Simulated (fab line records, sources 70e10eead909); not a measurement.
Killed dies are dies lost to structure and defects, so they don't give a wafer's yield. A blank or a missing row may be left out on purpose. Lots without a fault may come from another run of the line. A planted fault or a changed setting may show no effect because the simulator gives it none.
fab line records | flow nand_harc | part 2 of 2: steps 19 to 28 of 28
record lots=5 wafers=15 last_day=24
route steps=1159 shown A_SGD_CUT@760 A_SLIT@779
lots that met no fault: from a run of the same line without faults
start_h: hours from the record's first day to the start of the lot's first wafer shown | wait_h: hours since the lot's step before | " the same as in the row above | L1.1+2: a row that stands for several wafers | - no value, or no start given | * or withheld: withheld | < > ~ a bound
route shown NAME@n: a module of which the file shows steps, and the number in the route of the first | usual: mean/standard deviation of fault-free wafers | same: alike in all rows | chamber/n: place in a boat | sites: the reading at each site | _std_site: their standard deviation | _edge_site: outer sites' mean less inner sites' | radius_mm: how far each site lies from the wafer's centre | mask NAME#n: copy n | behind: the tool/chamber that last shaped the wafer | hold: why the lot was held/for how many hours/how that ended | device: the transistor (n, p or np) that didn't switch | end of line: the same wafers' tests at the end of the route | a step without rows: its recipe alone | killed: dies lost to structure and defects at the first sort, not the wafer's yield | map: a wafer's dies, x killed, . not, _ none there
set.NAME: the setting as run; set.NAME@STEP: as run at that earlier step | model.NAME: the simulator's own value behind a step, which no gauge read
lots at some steps of the route; a table a step, a row a wafer
services: from which hour (start_h, from the record's first day; less than 0 if before it) a tool's chamber was out of use, for how many hours, and why
## steps
# step NHARC_A_SGD_CUT_INSPECT_25
# usual raw_defect_count=286/67
# columns lot.wafer tool chamber start_h wait_h raw_defect_count
L074.2 defect_inspect-01 - 323.95 - 320
L074.4 " - " " 307
L074.6 " - " " 236
L080.2 defect_inspect-01 - 350.31 - 440
L080.3 " - " " 254
L080.6 " - " " 327
L085.1 defect_inspect-02 - 401.56 - 322
L085.3 " - " " 263
L085.5 " - " " 246
L090.3 defect_inspect-01 - 406.14 - 212
L090.4 " - " " 278
L090.5 " - " " 224
L094.3 defect_inspect-01 - 427.66 - 285
L094.4 " - " " 229
L094.5 " - " " 333
# step NHARC_A_SLIT_DEP_25
# recipe target_thk_a=2000 temp_c=400 pressure_torr=6.5 rf_w=900 teos_flow_sccm=161.4 flow_sccm=2650 target_thk_nm=200 gas=O2 material=SiO2
# usual chamber_pressure_Torr=6.501/0.014 heater_power_w=545/110 throttle_valve_pct=16.0/0.5
# columns lot.wafer tool chamber start_h wait_h chamber_pressure_Torr heater_power_w throttle_valve_pct
L074.2 pecvd-04 1 324.20 0.2 6.484 749 16.2
L074.4 " 2 " " 6.512 477 15.3
L074.6 " 0 " " 6.512 495 16.6
L080.3 pecvd-02 0 350.42 0.1 6.483 574 16.8
L080.2 " 1 " " 6.509 534 16.0
L080.6 " 0 " " 6.484 565 16.9
L085.3 pecvd-02 0 401.63 0.1 6.497 564 16.8
L085.1 " 1 " " 6.491 539 15.8
L085.5 " 0 " " 6.478 581 16.6
L090.3 pecvd-01 2 406.38 0.2 6.527 599 16.2
L090.4 " 2 " " 6.496 605 16.3
L090.5 " 0 " " 6.483 533 16.5
L094.3 pecvd-04 2 427.85 0.2 6.480 440 15.4
L094.5 " 2 " " 6.510 442 15.7
L094.4 " 0 " " 6.494 358 16.0
# step NHARC_A_SLIT_DEP_00
# recipe target_thk_a=32000 temp_c=400 material=aC
# usual throttle_valve_pct=35.001/0.0089
# columns lot.wafer tool chamber start_h wait_h throttle_valve_pct
L074.2 acl_dep-01 0 326.58 - 35.006
L074.4 " 0 " " 34.999
L074.6 " 0 " " 34.985
L080.2 acl_dep-03 0 351.05 - 35.001
L080.3 " 0 " " 34.994
L080.6 " 0 " " 35.009
L085.1 acl_dep-02 0 404.19 - 35.004
L085.3 " 0 " " 34.996
L085.5 " 0 " " 34.999
L090.3 acl_dep-01 0 407.33 - 35.020
L090.4 " 0 " " 35.017
L090.5 " 0 " " 34.997
L094.3 acl_dep-03 0 429.13 - 34.993
L094.4 " 0 " " 34.990
L094.5 " 0 " " 35.001
# step NHARC_A_SLIT_DEP_23
# recipe target_thk_a=1000 target_thk_nm=100 temp_c=400 pressure_torr=3.5 flow_sccm=200 rf_w=350 material=SiON
# usual chamber_pressure_Torr=3.499/0.0079 heater_power_w=757/98
# columns lot.wafer tool chamber start_h wait_h chamber_pressure_Torr heater_power_w
L074.2 pecvd-04 2 328.31 1.4 3.494 662
L074.4 " 0 " " 3.491 689
L074.6 " 1 " " 3.475 969
L080.2 pecvd-04 1 352.74 1.4 3.498 1014
L080.3 " 2 " " 3.515 586
L080.6 " 2 " " 3.506 614
L085.1 pecvd-01 2 406.20 1.7 3.509 727
L085.3 " 0 " " 3.491 762
L085.5 " 1 " " 3.492 873
L090.3 pecvd-02 1 408.69 1.0 3.499 723
L090.4 " 0 " " 3.487 763
L090.5 " 2 " " 3.503 753
L094.3 pecvd-04 0 430.51 1.1 3.506 635
L094.5 " 2 " " 3.502 652
L094.4 " 0 " " 3.506 648
# step NHARC_A_SLIT_DEHYDRATE_01
# recipe temp_c=150 time_s=120
# usual exhaust_pa=45.0/0.92 heater_power_total_W=182.5/1.2
# same time_s=120
# columns lot.wafer tool chamber start_h wait_h exhaust_pa heater_power_total_W
L074.2 litho_track-06 0 328.59 0.2 45.4 180.7
L074.4 " 0 " " 45.7 181.8
L074.6 " 0 " " 44.5 181.7
L080.2 litho_track-06 0 352.98 0.2 45.2 182.7
L080.3 " 0 " " 45.2 182.1
L080.6 " 0 " " 46.5 181.7
L085.1 litho_track-04 0 406.44 0.2 47.1 181.3
L085.3 " 0 " " 45.0 184.0
L085.5 " 0 " " 44.8 181.8
L090.3 litho_track-06 0 408.93 0.2 45.0 181.0
L090.4 " 0 " " 44.5 183.0
L090.5 " 0 " " 45.2 182.0
L094.3 litho_track-04 0 430.73 0.2 44.1 184.5
L094.4 " 0 " " 44.3 183.2
L094.5 " 0 " " 44.7 182.5
# step NHARC_A_SLIT_HMDS_02
# recipe time_s=30
# usual exhaust_pa=45.0/0.99
# same time_s=30
# columns lot.wafer tool chamber start_h wait_h exhaust_pa
L074.2 litho_track-06 0 - - 45.9
L074.4 " 0 " " 45.9
L074.6 " 0 " " 45.2
L080.2 litho_track-06 0 - - 44.5
L080.3 " 0 " " 45.0
L080.6 " 0 " " 44.4
L085.1 litho_track-04 0 - - 43.9
L085.3 " 0 " " 44.8
L085.5 " 0 " " 45.1
L090.3 litho_track-06 0 - - 44.4
L090.4 " 0 " " 45.1
L090.5 " 0 " " 43.8
L094.3 litho_track-04 0 - - 46.1
L094.4 " 0 " " 45.4
L094.5 " 0 " " 46.3
# step NHARC_A_SLIT_COAT_03
# recipe spin_rpm=1500 resist_thk_nm=90
# usual exhaust_pa=45.0/0.95
# columns lot.wafer tool chamber start_h wait_h exhaust_pa
L074.2 litho_track-06 0 - - 46.7
L074.4 " 0 " " 46.5
L074.6 " 0 " " 45.6
L080.2 litho_track-06 0 - - 46.4
L080.3 " 0 " " 45.4
L080.6 " 0 " " 46.1
L085.1 litho_track-04 0 - - 46.3
L085.3 " 0 " " 45.0
L085.5 " 0 " " 45.2
L090.3 litho_track-06 0 - - 44.7
L090.4 " 0 " " 44.8
L090.5 " 0 " " 44.9
L094.3 litho_track-04 0 - - 44.8
L094.4 " 0 " " 45.4
L094.5 " 0 " " 44.7
# step NHARC_A_SLIT_SOFTBAKE_04
# recipe temp_c=105 time_s=55
# usual exhaust_pa=45.0/0.8 heater_power_total_W=188.45/0.14
# same time_s=55
# columns lot.wafer tool chamber start_h wait_h exhaust_pa heater_power_total_W
L074.2 litho_track-06 0 - - 45.8 188.55
L074.4 " 0 " " 44.8 188.31
L074.6 " 0 " " 44.3 188.71
L080.2 litho_track-06 0 - - 45.7 188.48
L080.3 " 0 " " 45.2 188.44
L080.6 " 0 " " 45.6 188.44
L085.1 litho_track-04 0 - - 45.1 188.29
L085.3 " 0 " " 46.5 188.32
L085.5 " 0 " " 44.5 188.37
L090.3 litho_track-06 0 - - 45.4 188.51
L090.4 " 0 " " 44.6 188.49
L090.5 " 0 " " 44.6 188.62
L094.3 litho_track-04 0 - - 45.6 188.41
L094.4 " 0 " " 44.7 188.40
L094.5 " 0 " " 45.3 188.72
# step NHARC_A_SLIT_EBR_05
# usual exhaust_pa=45.1/0.96
# columns lot.wafer tool chamber start_h wait_h exhaust_pa
L074.2 litho_track-06 0 - - 44.6
L074.4 " 0 " " 44.1
L074.6 " 0 " " 43.1
L080.2 litho_track-06 0 - - 43.9
L080.3 " 0 " " 45.6
L080.6 " 0 " " 44.5
L085.1 litho_track-04 0 - - 45.3
L085.3 " 0 " " 44.9
L085.5 " 0 " " 43.7
L090.3 litho_track-06 0 - - 45.3
L090.4 " 0 " " 44.7
L090.5 " 0 " " 43.9
L094.3 litho_track-04 0 - - 44.6
L094.4 " 0 " " 44.3
L094.5 " 0 " " 45.2
# step NHARC_A_SLIT_EXPOSE_06
# recipe na=1.35 dose_mj=60.82 mask_id=SLIT
# usual exposure_dose_mJ_cm2=60.80/0.06
# columns lot.wafer tool chamber start_h wait_h mask exposure_dose_mJ_cm2
L074.2 arfi_scanner-03 0 328.73 - SLIT#0 60.76
L074.4 " 0 " " SLIT#0 60.81
L074.6 " 0 " " SLIT#0 60.77
L080.2 arfi_scanner-01 0 353.41 - SLIT#0 60.83
L080.3 " 0 " " SLIT#0 60.79
L080.6 " 0 " " SLIT#0 60.79
L085.1 arfi_scanner-02 0 406.71 - SLIT#0 60.79
L085.3 " 0 " " SLIT#0 60.82
L085.5 " 0 " " SLIT#0 60.84
L090.3 arfi_scanner-02 0 409.21 - SLIT#0 60.69
L090.4 " 0 " " SLIT#0 60.74
L090.5 " 0 " " SLIT#0 60.64
L094.3 arfi_scanner-01 0 431.01 - SLIT#0 60.82
L094.4 " 0 " " SLIT#0 60.87
L094.5 " 0 " " SLIT#0 60.82
## services
# columns tool chamber start_h hours kind
acl_dep-01 - 294.12 13.0 pm
cmp-04 - 301.00 4.0 pm
rie_diel-02 1 301.11 4.3 repair
wet_bench-06 - 305.60 8.0 pm
arfi_scanner-01 - 309.90 0.7 repair
cmp-04 - 310.57 1.9 repair
furnace-03 - 314.68 2.1 repair
litho_track-04 - 316.00 7.0 pm
arfi_scanner-01 - 318.96 0.8 repair
fcvd-02 - 325.05 0.5 repair
rie_diel-02 - 327.70 9.0 pm
wet_bench-06 - 334.15 1.2 repair
pecvd-02 - 334.22 13.0 pm
fcvd-01 - 354.42 0.7 repair
rie_diel-02 1 357.77 13.2 repair
rie_diel-06 2 360.88 18.3 repair
rie_diel-02 - 368.99 0.3 repair
rie_diel-09 0 371.80 11.9 repair
pecvd-04 - 376.21 13.0 pm
rie_diel-02 1 379.14 6.9 repair
rie_diel-06 1 382.57 17.6 repair
rie_diel-02 3 386.03 2.5 repair
wet_bench-01 - 389.60 8.0 pm
rie_diel-06 - 418.20 9.0 pm
